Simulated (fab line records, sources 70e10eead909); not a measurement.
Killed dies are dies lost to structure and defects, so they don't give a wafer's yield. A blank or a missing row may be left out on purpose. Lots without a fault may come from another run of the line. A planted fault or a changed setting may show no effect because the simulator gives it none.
Problem report in the 8D (eight disciplines) form, filled by code | flow nand_harc | the parts of the form that need people (team, actions taken, sign-off) are left out

1. THE PROBLEM
thk_nm at NHARC_A_ONON_D1_THK_MEAS_02 reads a mean of 1058 nm on 6 wafers of 2 lots; wafers without a fault read 997 nm with a standard deviation of 9.4. That is +6.4 standard deviations from the usual mean.
The step: measures by ellipsometry.
First seen on wafer L418.1, day 10 20:14, on film_metro-01. The record holds 33 wafers of 11 lots with a number at this step. Rule for "out", or "out of limits": more than 4 standard deviations from the usual mean. The other wafers with a number count as sound.

2. WHAT IT IS AND WHAT IT IS NOT
question                    | is                           | is not
which readings at this step | thk_nm                       | -
which lots                  | L418, L422                   | L407, L408, L409, L411, L412, L424, L425, L429, L430
which wafers of those lots  | all that have a number       | -
read on which gauges        | film_metro-01, film_metro-02 | -
when                        | from day 10 20:14            | up to then (15 sound wafers); but 12 sound wafers of L424, L425, L429, L430 came after

3. SUSPECTS, AND WHAT RULES EACH OUT
Counting: a tool at a process step up to the reading stays a suspect if it ran every lot that is out and no sound lot after the first of them.
- the gauge at NHARC_A_ONON_D1_THK_MEAS_02: ruled out. The wafers that are out were read on 2 gauges (film_metro-01, film_metro-02).
- rie_diel-13 at NHARC_P_BONDPAD_ETCH_12 (etches the open film in CHF3/O2, target depth 200 nm, time 100 s): ruled out as a lasting fault. Sound lots L424, L425, L429, L430 ran on it after its first lot that is out, L418 (day 9 21:40). NHARC_P_BONDPAD_ETCH_12 gives no start for some lots, so the hours and the order of its lots are those of NHARC_A_ZERO_WELL_DESCUM_12.
- rie_diel-06 at NHARC_A_ZERO_WELL_DESCUM_12 (chemistry O2, time 3 s): kept. It ran every lot that is out, first L418 (day 9 21:40), and no sound lot after that; its last sound lot up to then is L412 (day 7 19:21).
- rie_si-04 at NHARC_A_ZERO_WELL_ETCH_13 (etches the open film in HBr/Cl2, target depth 120 nm, time 40.1 s): ruled out as a lasting fault. Sound lots L424, L429 ran on it after its first lot that is out, L418 (day 9 21:53).
- pecvd_onon-02 at NHARC_A_ONON_D1_DEP_00 (target thk 1000 nm): kept. It ran every lot that is out, first L418 (day 10 19:42), and no sound lot after that; its last sound lot up to then is L411 (day 8 09:20).
Left after counting: rie_diel-06 at NHARC_A_ZERO_WELL_DESCUM_12, pecvd_onon-02 at NHARC_A_ONON_D1_DEP_00.

4. THE CAUSE (what the simulator had put in)
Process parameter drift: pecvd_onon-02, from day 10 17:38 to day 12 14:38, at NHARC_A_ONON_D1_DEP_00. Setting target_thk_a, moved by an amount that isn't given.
Counting left 2 suspects, and this tool is among them.

5. THE CHAIN OF EFFECTS, in route order
Each row: a reading whose mean over the struck wafers that have a number lies more than 3 standard deviations from the usual. Only readings for which the record gives a usual standard deviation are gone through. hours: the time from each lot's start at the first step in this table that gives one to its start at this step, as a median over the lots. sigmas: the change in usual standard deviations.
hours | step                        | reading | usual  | on struck wafers | change | sigmas
0     | NHARC_A_ONON_D1_THK_MEAS_02 | thk_nm  | 997 nm | 1058             | +60    | +6.4

6. WHAT WOULD HAVE CAUGHT IT SOONER
In this record the first reading out of limits at a measuring or inspecting step was taken at day 10 20:14, 3 hours after the fault began at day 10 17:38.
Of the lots that are out (2), L422 began NHARC_A_ONON_D1_DEP_00 on pecvd_onon-02 after day 10 20:14. A hold on the tool at that time would have spared it.
